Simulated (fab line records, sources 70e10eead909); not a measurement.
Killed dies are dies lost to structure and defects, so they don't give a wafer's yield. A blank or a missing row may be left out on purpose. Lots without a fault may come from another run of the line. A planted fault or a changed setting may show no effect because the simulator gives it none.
A struck lot beside a sound one | flow nand_harc | 14 steps out of a route of 1302
Sound: wafers L115.3, L115.5, L115.6. Struck: wafer L122.2. (L122.1, L122.3 of the same lot were not struck and are left out.) The cause comes at the end.
At each step with rows: each side's tool, then ch and its chambers, then its first start. Under that, the readings that differ: sound wafers | struck wafers | difference of the means | sigmas: that difference in standard deviations of wafers without a fault.
alike: readings whose means differ by less than 2 such deviations, and words and numbers that are the same on both sides. not compared: withheld readings, readings that some wafer has no value for, bounds like >300 that may hide the same value, and numbers for which the record gives no deviation and whose values overlap.
The two part at a step that has a row with sigmas, a row that says differs or no value, or rows on one side only. Numbers that don't overlap but have no deviation are shown without sigmas and don't part them. A reading that every wafer of one side lacks parts them only if that side has two wafers or more.

first, 9 steps without rows for these wafers: NHARC_A_STAIRCASE_DEHYDRATE_01 (time 120 s); NHARC_A_STAIRCASE_HMDS_02 (time 30 s); NHARC_A_STAIRCASE_COAT_03; NHARC_A_STAIRCASE_SOFTBAKE_04 (time 170 s); NHARC_A_STAIRCASE_EBR_05; NHARC_A_STAIRCASE_EXPOSE_06 (exposes mask STAIR); NHARC_A_STAIRCASE_PEB_07 (peb time 130 s); NHARC_A_STAIRCASE_DEVELOP_08 (time 140 s); NHARC_A_STAIRCASE_HARDBAKE_10 (time 140 s).
NHARC_A_STAIRCASE_DESCUM_11: chemistry O2, time 3 s.
  sound on rie_diel-13 ch 1,2, day 17 19:19; struck on rie_diel-12 ch 0, day 20 16:35
  reading                     | sound                | struck | difference | sigmas
  drypump_motor_current_A (A) | 6.3 6.3 5.3          | 4.9    | -1.1       | -2
  throttle_valve_pct (%)      | 11.302 11.289 11.326 | 11.331 | +0.025     | +3
  alike: oes_product_au, rf_vpp_V, showerhead_plenum_p_Torr
  not compared: rf_hours_counter_h
NHARC_A_STAIRCASE_TRIM_12: chemistry O2, time 211.2 s.
  sound on rie_diel-13 ch 0,1, day 17 19:25; struck on rie_diel-12 ch 3, day 20 16:47
  alike: drypump_motor_current_A, oes_product_au, rf_vpp_V, showerhead_plenum_p_Torr, throttle_valve_pct
  not compared: rf_hours_counter_h
NHARC_A_STAIRCASE_ETCH_13: etches the open film in C4F8/O2, target depth 100 nm, time 40.5 s.
  sound on rie_diel-13 ch 0,1, day 17 19:34; struck on rie_diel-12 ch 0, day 20 17:10
  reading               | sound             | struck | difference | sigmas
  oes_product_au (a.u.) | 0.953 0.950 0.942 | 1.098  | +0.150     | +11
  alike: rf_vpp_V
  not compared: rf_hours_counter_h
NHARC_A_STAIRCASE_TRIM_14: chemistry O2, time 211.2 s.
  sound on rie_diel-13 ch 1,2,3; struck on rie_diel-12 ch 0
  alike: drypump_motor_current_A, oes_product_au, rf_vpp_V, showerhead_plenum_p_Torr, throttle_valve_pct
  not compared: rf_hours_counter_h
-- the record jumps here: 9 days lie between the struck wafers' starts before and after (it left off in module A_STAIRCASE and takes up again in module END, whose first step shown is number 1302 of the route) --
NHARC_END_SORT_01:
  the record has rows for the struck wafers here (prober-01 ch 0, day 29 10:30) and none for the sound ones

WHERE THEY PART
First at NHARC_A_STAIRCASE_DESCUM_11; last, within this record, at NHARC_END_SORT_01.

WHY: what the simulator had put in
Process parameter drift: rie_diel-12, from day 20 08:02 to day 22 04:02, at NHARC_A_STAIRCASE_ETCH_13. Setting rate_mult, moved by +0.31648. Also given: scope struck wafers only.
